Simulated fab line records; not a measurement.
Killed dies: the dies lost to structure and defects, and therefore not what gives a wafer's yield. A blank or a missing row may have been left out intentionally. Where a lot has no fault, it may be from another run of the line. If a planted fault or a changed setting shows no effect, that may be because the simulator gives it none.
Split-lot study	flow n5 finfet	21 wafers read across 7 lots, on a route 1938 steps long

## SPLIT DETAILS
At N5_BEOL_M5_TRENCH_ETCH_37 (etches SiCOH lowk in C4F6/O2, target depth 71.652 nm, time 24.7 s), the setting bias w was moved away from the recipe's 185 W on 4 of the 21 wafers read, by +5.5% to +11.1%. This setting was run at the recipe's value on the other wafers.

The reading is taken at the split's own step.

## THE READING
rf vpp V, in V, at N5_BEOL_M5_TRENCH_ETCH_37 (etches SiCOH lowk in C4F6/O2, target depth 71.652 nm, time 24.7 s). A value of 665 V with a standard deviation of 7 V is what fault-free wafers of this fab line usually give.

wafer	tool, chamber at the split	bias w as run, W	against the recipe	rf vpp V, V	against lot-mates on the recipe
L079.1	rie diel-06, 2	185	recipe	664	-
L079.2	rie diel-06, 3	185	recipe	661	-
L079.3	rie diel-06, 0	185	recipe	658	-
L080.3	rie diel-06, 3	185	recipe	661	-
L080.4	rie diel-06, 0	185	recipe	659	-
L080.6	rie diel-06, 3	185	recipe	661	-
L082.2	rie diel-03, 3	185	recipe	657	-
L082.3	rie diel-03, 1	185	recipe	670	-
L082.4	rie diel-03, 2	195.1	+5.5%	698	+34
L081.1	rie diel-05, 1	185	recipe	672	-
L081.4	rie diel-05, 0	185	recipe	658	-
L081.6	rie diel-05, 1	205.6	+11.1%	732	+67
L088.3	rie diel-05, 2	205	+10.8%	719	+56
L088.4	rie diel-05, 2	185	recipe	663	-
L088.6	rie diel-05, 3	205	+10.8%	740	+77
L097.4	rie diel-05, 1	185	recipe	672	-
L097.5	rie diel-05, 2	185	recipe	662	-
L097.6	rie diel-05, 3	185	recipe	681	-
L096.1	rie diel-06, 2	185	recipe	664	-
L096.5	rie diel-06, 3	185	recipe	661	-
L096.6	rie diel-06, 2	185	recipe	664	-

THE FIT
A straight line over all 21 wafers: rf vpp V changes by +6.08 V for each +1% of bias w; r = +0.97; the points scatter about the line by 6.7 V.
The same after taking each lot's own level away (the mean of its wafers on the recipe; 21 wafers): +6.12 V for each +1%; r = +0.98; scatter 5.7 V.
That fit puts the effect of the largest move of bias w on the reading at 68 V.
The lots' own levels span 660.3 to 671.7 V, that is 1.6 times the standard deviation above.
The two slopes agree, so the slope changes little with the lot-to-lot level.
Check: with one of the wafers moved furthest among these (+11.1%) left out of the fit, the line predicts +68.7 V for it against its lot-mates. Against them it came out at +67 V.
Tool readings at the split's step, against how far the setting was moved: rf vpp V r = +0.97.

## OTHER SPLITS ON THESE WAFERS
These wafers also went through other splits before the reading. Each is held against what the fit with the lots' levels taken away leaves over:
other split on the same wafers	wafers away from the commonest value	r with rf vpp V (lot level and that fit taken away)
N5_BEOL_M3_ETCH_64 time s	10	+0.10
N5_BEOL_M3_ETCH_70 source w	6	-0.35
N5_BEOL_M3_VIA_ETCH_34 bias w	4	-0.33
N5_BEOL_M4_COAT_68 spin rpm	8	+0.04
N5_BEOL_M4_DESCUM_33 time s	9	-0.11
N5_BEOL_M5_ILD_DEP_00 time s	7	-0.27
N5_BEOL_M5_COAT_05 spin rpm	7	-0.22
N5_BEOL_M5_VIA_ETCH_34 bias w	11	-0.15

## THE FILE'S OWN FIT
rf vpp V changes by +6.12 V for each +1% of bias w, r = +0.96.
